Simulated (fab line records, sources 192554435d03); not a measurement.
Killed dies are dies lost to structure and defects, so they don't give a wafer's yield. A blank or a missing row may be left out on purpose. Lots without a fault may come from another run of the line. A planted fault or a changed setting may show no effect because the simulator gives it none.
A struck lot beside a sound one | flow n5_finfet | 36 steps out of a route of 1938
Sound: wafers L988.2, L988.3, L988.6. Struck: wafer L994.2. (L994.1, L994.5 of the same lot were not struck and are left out.) The cause comes at the end.
At each step with rows: each side's tool, then ch and its chambers, then its first start. Under that, the readings that differ: sound wafers | struck wafers | difference of the means | sigmas: that difference in standard deviations of wafers without a fault.
alike: readings whose means differ by less than 2 such deviations, and words and numbers that are the same on both sides. not compared: withheld readings, readings that some wafer has no value for, bounds like >300 that may hide the same value, and numbers for which the record gives no deviation and whose values overlap.
The two part at a step that has a row with sigmas, a row that says differs or no value, or rows on one side only. Numbers that don't overlap but have no deviation are shown without sigmas and don't part them. A reading that every wafer of one side lacks parts them only if that side has two wafers or more.

first, 8 steps without rows for these wafers: N5_BEOL_M0_ANNEAL_119 (time 90 s); N5_BEOL_M0_CMP_120 (polishes, stops on SiOC, t overpolish 6.9 s); N5_BEOL_M0_PRE_CLEAN_131 (time 15 s); N5_BEOL_M0_CO_CAP_123 (material Co, precursor CCTBA/H2, target thk 2 nm, time 102.1 s); N5_BEOL_M0_PRE_CLEAN_124 (time 15 s); N5_BEOL_M0_DEP_125 (deposits SiCN from 3MS/NH3, target thk 8 nm, time 14 s); N5_BEOL_M1_ILD_DEP_00 (deposits SiOC from DEMS/O2, target thk 79 nm, time 15.3 s); N5_BEOL_M1_PECVD_72 (deposits SiO2 from TEOS/O2, target thk 16 nm, time 18 s).
N5_BEOL_M1_HM_DEP_02: deposits TiN, target thk 20 nm.
  sound on pvd_sputter-01, day 6 23:02; struck on pvd_sputter-01, day 8 10:29
  reading                                    | sound        | struck | difference | sigmas
  model.TiN_of_BEOL_M1_HM_DEP_02.thk_nm (nm) | 20.2 20 20.2 | 13.8   | -6.3       |
  alike: throttle_valve_pct
then, 16 steps without rows for these wafers: N5_BEOL_M1_COAT_61 (time 60 s, resist thk 60 nm); N5_BEOL_M1_COAT_62 (time 60 s, resist thk 12 nm); N5_BEOL_M1_COAT_73 (time 60 s, resist thk 5 nm); N5_BEOL_M1_COAT_05 (resist thk 30 nm); N5_BEOL_M1_EBR_07; N5_BEOL_M1_SOFTBAKE_06 (time 60 s); N5_BEOL_M1_EXPOSE_08 (exposes mask M1); N5_BEOL_M1_PEB_09 (peb time 60 s); N5_BEOL_M1_DEVELOP_10 (develop time 30 s); N5_BEOL_M1_DESCUM_16 (chemistry O2, time 7 s); N5_BEOL_M1_ETCH_74 (etches underlayer in N2/H2, target depth 6.5 nm, time 5.2 s); N5_BEOL_M1_ETCH_63 (etches SiARC in CF4, target depth 15.6 nm, time 26 s); N5_BEOL_M1_ETCH_64 (etches SOC in N2/H2, target depth 75 nm, overetch 15 nm, time 112.5 s); N5_BEOL_M1_STRIP_65 (strips in N2/H2); N5_BEOL_M1_STRIP_75 (strips in N2/H2); N5_BEOL_M1_STRIP_66 (strips in CF4).
N5_BEOL_M1_HM_OPEN_17: chemistry Cl2/BCl3, target TiN, target depth 20 nm, overetch 6 nm.
  sound on rie_metal-02 ch 1, day 6 23:47; struck on rie_metal-01 ch 1, day 8 11:27
  reading                  | sound          | struck | difference | sigmas
  oes_product_au (a.u.)    | 0.77 0.78 0.78 | 0.43   | -0.35      | -3
  throttle_valve_pct (%)   | 22.1 22.1 22.1 | 22.9   | +0.8       | +2
  model.etch.depth_nm (nm) | 20.14 20 20.23 | 13.79  | -6.33      |
  alike: chamber_pressure_mTorr, drypump_motor_current_A
  not compared: rf_hours_counter_h
then, 8 steps without rows for these wafers: N5_BEOL_M1_STRIP_19 (strips in O2); N5_BEOL_M1_COAT_67 (time 60 s, resist thk 60 nm); N5_BEOL_M1_COAT_68 (time 60 s, resist thk 12 nm); N5_BEOL_M1_COAT_76 (time 60 s, resist thk 5 nm); N5_BEOL_M1_COAT_22 (resist thk 30 nm); N5_BEOL_M1_EBR_24; N5_BEOL_M1_SOFTBAKE_23 (time 60 s); N5_BEOL_M1_EXPOSE_25 (exposes mask V0, defocus 5 nm, target cd 24 nm).
N5_BEOL_M1_TRENCH_ETCH_37: etches SiOC in C4F6/O2, target depth 55.207 nm, time 29 s.
  sound on rie_diel-05 ch 0,1,2; struck on rie_diel-06 ch 3
  reading                                    | sound        | struck | difference | sigmas
  rf_vpp_V (V)                               | 659 667 669  | 689    | +24        | +2
  model.TiN_of_BEOL_M1_HM_DEP_02.thk_nm (nm) | 17.8 17.6 18 | 11.4   | -6.4       |
  alike: chamber_pressure_mTorr, drypump_motor_current_A, oes_o_777_au, oes_product_au, showerhead_plenum_p_Torr, throttle_valve_pct
  not compared: rf_hours_counter_h
-- the record jumps here: 4 days lie between the struck wafers' starts before and after (it left off in module BEOL_M1 and takes up again in module BEOL_M4, whose first step shown is number 1111 of the route) --
N5_BEOL_M4_RC_MEAS_101:
  sound on prober-02 ch 0, day 10 08:08; struck on prober-01 ch 0, day 12 08:56
  reading   | sound       | struck | difference | sigmas
  VT_N (mV) | 251 248 247 | 255    | +6         | +2
  alike: DIBL_N, DIBL_P, IOFF_N, IOFF_P, ION_N, ION_P, SS_N, SS_P, VT_P

WHERE THEY PART
First at N5_BEOL_M1_HM_OPEN_17; last, within this record, at N5_BEOL_M4_RC_MEAS_101.

WHY: what the simulator had put in
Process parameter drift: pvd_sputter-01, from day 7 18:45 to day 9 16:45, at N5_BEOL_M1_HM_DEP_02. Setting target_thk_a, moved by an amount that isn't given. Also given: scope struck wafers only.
